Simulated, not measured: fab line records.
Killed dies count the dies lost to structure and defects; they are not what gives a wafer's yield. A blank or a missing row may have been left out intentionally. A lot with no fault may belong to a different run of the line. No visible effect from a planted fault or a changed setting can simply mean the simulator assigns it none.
fab line records	flow n5Finfet	part 2 of 2: steps 17 to 28 of 28
record: lots: 5	wafers: 15	lastDay: 17
route steps=1938 shown BEOL_M6@1224
lots with no fault: from the same line, run without faults
startH: hours from the record's first day to the start of the lot's first wafer shown	waitH: hours elapsed since this lot's preceding step	" as in the row above	L1.1+2: one row covering several wafers at once	- no value, or no start was given	* or withheld: withheld	< > ~ a bound
route shown NAME@n: a module of which the file shows steps, and the number in the route of the first	usual: mean/standard deviation taken from wafers without a fault	same: alike in all rows	chamber/n: place in a boat	sites: each site's reading	_std_site: the standard deviation of these	_edge_site: outer sites' mean less inner sites'	radiusMm: for every site, how far away it sits from the centre of the wafer	mask NAME#n: copy n	behind: the last tool/chamber to shape the wafer	hold: why the lot went on hold/how many hours it stayed there/how the hold came to an end	device: the transistor (n, p or np) that didn't switch	end of line: the route-end tests of the same wafers	a step without rows: its recipe alone	killed: not the wafer's yield, but the dies lost to structure and defects at the first sort	map: a wafer's dies, x killed, . not, _ none there
set.NAME: the run value of the setting; set.NAME@STEP: its run value at that earlier step	model.NAME: the simulator's own value behind a step, which no gauge read
lots at selected steps of the route; one table per step, one row per wafer
services: the hour from which a tool's chamber was out of use, counted from the record's first day as startH (under 0 if before that day), plus the number of hours and why
== steps ==
step: N5_BEOL_M6_ETCH_41
recipe: chemistry: CH3F/O2	target: SiCN	targetDepthA: 297	taperDeg: 2	timeS: 52	ionEnergyEv: 120	maskMaterial: TiN	pressureMtorr: 30	sourceW: 395	biasW: 75	Ar_flow_sccm: 150	CH3F_flow_sccm: 30	O2_flow_sccm: 20
usual: O2_flow_sccm: 19.99/0.057	biasW: 75.00/0.21	drypumpMotorCurrentA: 5.8/0.45	oesProductAu: 0.85/0.078	rfVppV: 297.5/1.3	showerheadPlenumPTorr: 2.01/0.055	throttleValvePct: 16.26/0.22
lot.wafer	tool	chamber	startH	waitH	O2_flow_sccm	biasW	drypumpMotorCurrentA	oesProductAu	rfHoursCounterH	rfVppV	showerheadPlenumPTorr	throttleValvePct
L078.2	rieDiel-06	3	-	-	20.02	75.29	5.6	0.76	184	296.8	1.98	16.66
L078.4	"	0	"	"	19.95	74.95	5.2	0.77	-	299.5	2.09	16.40
L078.6	"	3	"	"	19.97	75.13	5.6	0.75	-	297.0	1.98	16.65
L087.1	rieDiel-01	3	-	-	19.98	74.70	5.5	0.99	0	297.1	1.97	16.08
L087.2	"	1	"	"	20.05	74.74	6.4	0.83	103	296.8	2.02	16.05
L087.5	"	0	"	"	19.99	75.26	6.7	0.88	-	299.8	2.04	16.13
L090.1	rieDiel-06	2	-	-	20.01	75.15	5.6	0.91	28	298.0	2.04	16.17
L090.2	"	0	"	"	19.96	74.91	5.1	0.74	175	298.4	2.08	16.46
L090.5	"	3	"	"	19.95	74.96	5.7	0.73	-	297.0	1.97	16.71
L092.1	rieDiel-03	3	-	-	19.94	74.83	5.7	0.90	46	296.0	1.94	15.90
L092.3	"	2	"	"	20.04	74.87	5.3	0.83	69	297.8	2.03	16.35
L092.5	"	0	"	"	19.95	74.98	5.9	0.85	-	298.1	2.03	16.37
L096.1	rieDiel-03	0	-	-	19.99	74.99	5.9	0.84	63	297.8	2.02	16.40
L096.5	"	1	"	"	20.04	75.18	6.0	0.79	-	293.9	1.95	16.43
L096.6	"	2	"	"	20.06	75.31	5.4	0.81	-	296.8	2.02	16.35
step: N5_BEOL_M6_STRIP_80
recipe: chemistry: N2/H2	timeS: 10	powerW: 450	tempC: 40	pressureMtorr: 20	rfFrequencyHz: 6e+07	biasPowerW: 7	n2FlowSccm: 200	h2FlowSccm: 200
usual: drypumpMotorCurrentA: 5.8/0.46	oesProductAu: 0.85/0.079	rfVppV: 59.1/0.85	showerheadPlenumPTorr: 2.56/0.068	throttleValvePct: 23.7/0.31
lot.wafer	tool	chamber	startH	waitH	drypumpMotorCurrentA	oesProductAu	rfHoursCounterH	rfVppV	showerheadPlenumPTorr	throttleValvePct
L078.2	rieDiel-06	3	-	-	5.7	0.75	184	59.8	2.53	24.2
L078.4	"	0	"	"	5.2	0.78	-	58.5	2.66	23.9
L078.6	"	3	"	"	5.7	0.75	-	58.8	2.53	24.3
L087.1	rieDiel-01	3	-	-	5.5	1.00	0	59.1	2.50	23.7
L087.2	"	1	"	"	6.4	0.81	103	60.2	2.55	23.1
L087.5	"	0	"	"	6.7	0.88	-	58.7	2.60	23.3
L090.1	rieDiel-06	2	-	-	5.6	0.91	29	59.1	2.60	23.8
L090.2	"	0	"	"	5.1	0.75	175	59.9	2.64	23.9
L090.5	"	3	"	"	5.7	0.72	-	57.9	2.52	24.3
L092.1	rieDiel-03	3	-	-	5.7	0.87	46	59.3	2.47	23.5
L092.3	"	2	"	"	5.4	0.83	69	59.8	2.58	23.7
L092.5	"	0	"	"	5.9	0.86	-	59.0	2.57	23.8
L096.1	rieDiel-03	0	-	-	5.9	0.86	63	58.6	2.57	23.8
L096.5	"	1	"	"	6.0	0.80	-	58.6	2.46	23.7
L096.6	"	2	"	"	5.4	0.83	-	59.3	2.57	23.7
step: N5_BEOL_M6_OCD_MEAS_38
usual: trenchDepthNm: 94.9/1.6
lot.wafer	tool	chamber	startH	waitH	trenchDepthNm
L078.2	ocd-01	-	195.91	-	96.7
L078.4	"	-	"	"	93.4
L078.6	"	-	"	"	96.6
L087.1	ocd-01	-	265.00	-	96.0
L087.2	"	-	"	"	94.2
L087.5	"	-	"	"	94.8
L090.1	ocd-01	-	288.83	-	94.4
L090.2	"	-	"	"	92.2
L090.5	"	-	"	"	96.6
L092.1	ocd-02	-	293.39	-	98.5
L092.3	"	-	"	"	92.5
L092.5	"	-	"	"	94.7
L096.1	ocd-01	-	316.41	-	95.0
L096.5	"	-	"	"	93.3
L096.6	"	-	"	"	92.6
step: N5_BEOL_M6_HM_STRIP_39
recipe: chemistry: peroxideTinStrip	material: TiN	targetDepthA: 250	tempC: 50	timeS: 158
lot.wafer	tool	chamber	startH	waitH
L078.2+4+6	wetBench-01	0,5,1	195.94	0.0
L087.1+2+5	wetBench-02	0,5,3	265.03	0.0
L090.1+2+5	wetBench-01	2,3,7	288.86	0.0
L092.1+3+5	wetBench-01	2,7,6	293.43	0.0
L096.1+5+6	wetBench-01	4,2,3	316.45	0.0
step: N5_BEOL_M6_SRD_40
recipe: timeS: 30	tempC: 23	rinseLiquid: diw	dry: ipaMarangoni
lot.wafer	tool	chamber	startH	waitH
L078.2+4+6	wetBench-01	0,5,1	195.98	0.0
L087.1+2+5	wetBench-02	0,5,3	265.08	0.0
L090.1+2+5	wetBench-01	2,3,7	288.91	0.0
L092.1+3+5	wetBench-01	2,7,6	293.47	0.0
L096.1+5+6	wetBench-01	4,2,3	316.49	0.0
step: N5_BEOL_M6_PRECLEAN_42
recipe: chemistry: residueRemover	timeS: 60	tempC: 40
lot.wafer	tool	chamber	startH	waitH
L078.2+4+6	wetBench-01	0,5,1	196.00	0.0
L087.1+2+5	wetBench-02	0,5,3	265.10	0.0
L090.1+2+5	wetBench-01	2,3,7	288.92	0.0
L092.1+3+5	wetBench-01	2,7,6	293.49	0.0
L096.1+5+6	wetBench-01	4,2,3	316.51	0.0
step: N5_BEOL_M6_SRD_43
recipe: timeS: 30	tempC: 23	rinseLiquid: diw	dry: ipaMarangoni
lot.wafer	tool	chamber	startH	waitH
L078.2+4+6	wetBench-01	0,5,1	196.02	0.0
L087.1+2+5	wetBench-02	0,5,3	265.11	0.0
L090.1+2+5	wetBench-01	2,3,7	288.94	0.0
L092.1+3+5	wetBench-01	2,7,6	293.51	0.0
L096.1+5+6	wetBench-01	4,2,3	316.53	0.0
step: N5_BEOL_M6_CD_MEAS_35
recipe: targetCdNm: 40	targetCdYNm: 28	polarity: opening
usual: cdNm: 40.2/0.53
lot.wafer	tool	chamber	startH	waitH	cdNm
L078.2	cdSem-03	-	196.06	0.0	39.7
L078.4	"	-	"	"	39.7
L078.6	"	-	"	"	40.4
L087.1	cdSem-01	-	265.15	0.0	40.9
L087.2	"	-	"	"	39.8
L087.5	"	-	"	"	40.7
L090.1	cdSem-02	-	288.98	0.0	40.6
L090.2	"	-	"	"	39.9
L090.5	"	-	"	"	39.6
L092.1	cdSem-02	-	293.55	0.0	40.6
L092.3	"	-	"	"	41.5
L092.5	"	-	"	"	40.1
L096.1	cdSem-01	-	316.57	0.0	39.9
L096.5	"	-	"	"	40.1
L096.6	"	-	"	"	40.0
step: N5_BEOL_M6_CURE_75
recipe: tempC: 370	timeS: 120	ambient: DMADMS/He	material: SiCOH_lowk
usual: lampPowerPct: 52.31/0.055	wafer_temp_C_max: 371.6/0.54
lot.wafer	tool	chamber	startH	waitH	lampPowerPct	wafer_temp_C_max
L078.2	uvCure-03	2	196.15	0.1	52.34	371.8
L078.4	"	2	"	"	52.40	371.5
L078.6	"	2	"	"	52.22	371.4
L087.1	uvCure-03	2	265.70	0.5	52.23	371.1
L087.2	"	2	"	"	52.26	371.3
L087.5	"	2	"	"	52.33	371.2
L090.1	uvCure-01	0	289.02	0.0	52.34	372.0
L090.2	"	0	"	"	52.24	371.6
L090.5	"	0	"	"	52.28	371.4
L092.1	uvCure-01	1	293.59	0.0	52.21	371.6
L092.3	"	1	"	"	52.22	371.6
L092.5	"	1	"	"	52.34	371.5
L096.1	uvCure-02	0	316.61	0.0	52.38	371.2
L096.5	"	0	"	"	52.34	371.5
L096.6	"	0	"	"	52.28	371.1
step: N5_BEOL_M6_DEGAS_44
recipe: ambient: vacuum	tempC: 250	timeS: 60
usual: heaterPowerW: 337/25
lot.wafer	tool	chamber	startH	waitH	heaterPowerW
L078.2	pvdSputter-01	-	196.56	0.4	351
L078.4	"	-	"	"	299
L078.6	"	-	"	"	310
L087.1	pvdSputter-02	-	266.45	0.7	334
L087.2	"	-	"	"	329
L087.5	"	-	"	"	326
L090.1	pvdSputter-02	-	290.33	1.3	368
L090.2	"	-	"	"	309
L090.5	"	-	"	"	339
L092.1	pvdSputter-01	-	294.34	0.7	388
L092.3	"	-	"	"	305
L092.5	"	-	"	"	302
L096.1	pvdSputter-02	-	317.27	0.6	312
L096.5	"	-	"	"	338
L096.6	"	-	"	"	367
step: N5_BEOL_M6_PRE_CLEAN_45
recipe: gas: H2/He	timeS: 30	tempC: 250
usual: heaterPowerW: 336/25
lot.wafer	tool	chamber	startH	waitH	heaterPowerW
L078.2	pvdSputter-01	-	196.60	0.0	354
L078.4	"	-	"	"	294
L078.6	"	-	"	"	311
L087.1	pvdSputter-02	-	266.50	0.0	346
L087.2	"	-	"	"	327
L087.5	"	-	"	"	329
L090.1	pvdSputter-02	-	290.37	0.0	366
L090.2	"	-	"	"	319
L090.5	"	-	"	"	339
L092.1	pvdSputter-01	-	294.38	0.0	385
L092.3	"	-	"	"	310
L092.5	"	-	"	"	294
L096.1	pvdSputter-02	-	317.31	0.0	314
L096.5	"	-	"	"	325
L096.6	"	-	"	"	380
step: N5_BEOL_M6_ALD_77
recipe: material: TaN	targetThkA: 20	tempC: 275	aldPrecursorFamily: PDMAT	aldCoReactant: NH3	pressureTorr: 3	carrierFlowSccm: 1500	pulseTimeS: 2	purgeTimeS: 3	coReactantPurgeTimeS: 2	coReactantPulseTimeS: 3	aldCycles: 40	precursorVesselTempC: 75	precursorVesselPressureTorr: 26.25	precursorVesselCarrierSccm: 1000
usual: heaterPowerW: 406/34
lot.wafer	tool	chamber	startH	waitH	heaterPowerW
L078.2	aldMetal-01	1	196.67	0.0	435
L078.4	"	3	"	"	466
L078.6	"	3	"	"	457
L087.1	aldMetal-01	3	266.57	0.1	456
L087.2	"	0	"	"	360
L087.5	"	1	"	"	423
L090.1	aldMetal-03	3	290.57	0.2	398
L090.2	"	1	"	"	483
L090.5	"	1	"	"	492
L092.1	aldMetal-02	3	294.62	0.2	398
L092.3	"	2	"	"	436
L092.5	"	1	"	"	368
L096.1	aldMetal-02	0	317.41	0.1	409
L096.5	"	2	"	"	434
L096.6	"	3	"	"	404
== services ==
tool	chamber	startH	hours	kind
uvCure-01	-	184.20	5.0	repair
euvScanner-02	-	189.58	1.0	pm
euvScanner-01	-	193.90	1.0	pm
euvScanner-01	-	213.62	2.1	repair
uvCure-03	-	217.02	2.8	pm
rieDiel-03	-	221.21	0.3	repair
uvCure-03	-	225.74	0.6	repair
uvCure-03	-	230.33	0.5	repair
euvScanner-02	-	245.73	1.0	pm
euvScanner-01	-	246.61	4.9	repair
euvScanner-02	-	251.46	4.6	pm
euvScanner-01	-	256.06	1.0	pm
euvScanner-02	-	261.91	5.8	pm
rieDiel-03	1	267.61	8.5	repair
euvScanner-01	-	275.44	0.3	repair
euvScanner-01	-	281.30	5.8	pm
rieDiel-01	-	282.13	15.6	pm
wetBench-02	-	283.42	2.5	repair
aldMetal-01	3	285.25	17.3	repair
rieDiel-03	0	288.61	3.7	repair
aldMetal-02	-	299.29	8.7	pm
euvScanner-02	-	301.88	1.0	pm
euvScanner-02	-	303.12	0.1	repair
pvdSputter-01	-	310.44	9.1	repair
